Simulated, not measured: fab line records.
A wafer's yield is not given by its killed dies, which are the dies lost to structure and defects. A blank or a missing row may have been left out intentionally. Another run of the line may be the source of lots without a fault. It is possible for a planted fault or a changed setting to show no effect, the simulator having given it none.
Chamber matching | flow n5_finfet | 4 sister chambers for N5_BEOL_M8_ETCH_62 on rie_diel-01
The step etches SOC in N2/H2, target depth 110 nm, overetch 22 nm, time 165 s. 4 wafers are shown with their chamber, then 8 later ones without.

== EACH WAFER AND ITS CHAMBER ==
wafer  | chamber | showerhead_plenum_p_Torr (Torr)
L086.4 | 1       | 2.47
L086.5 | 3       | 2.44
L086.6 | 2       | 2.41
L091.1 | 0       | 2.59

== WAFERS MISSING THEIR CHAMBER ==
wafer  | showerhead_plenum_p_Torr (Torr)
L091.2 | 2.41
L091.6 | 2.41
L093.1 | 2.41
L093.2 | 2.46
L093.3 | 2.43
L093.4 | 2.59
L093.5 | 2.46
L093.6 | 2.59

== EACH ONE'S CHAMBER ==
wafer  | from the rows above     | in truth
L091.2 | 2                       | 2
L091.6 | 2                       | 2
L093.1 | 2                       | 2
L093.2 | can't be placed: 1 or 3 | 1
L093.3 | can't be placed: 3 or 2 | 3
L093.4 | 0                       | 0
L093.5 | can't be placed: 1 or 3 | 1
L093.6 | 0                       | 0
Placed correctly: 5 of 8. Not placeable from these rows: 3 (in 3, the candidates include the true chamber). 0 placed wrongly.
How it was worked out, from the rows above alone: a wafer's distance from a chamber is the root of the sum, over the readings, of the square of ((its reading less the chamber's mean) divided by the reading's scatter). If the next closest chamber is less than 2 further off than the closest, the wafer can't be placed; otherwise it belongs to the closest. A chamber's mean is the mean of its shown wafers. The scatter: root of mean squared gap, hidden wafer to nearest shown wafer, with one shown wafer a chamber.
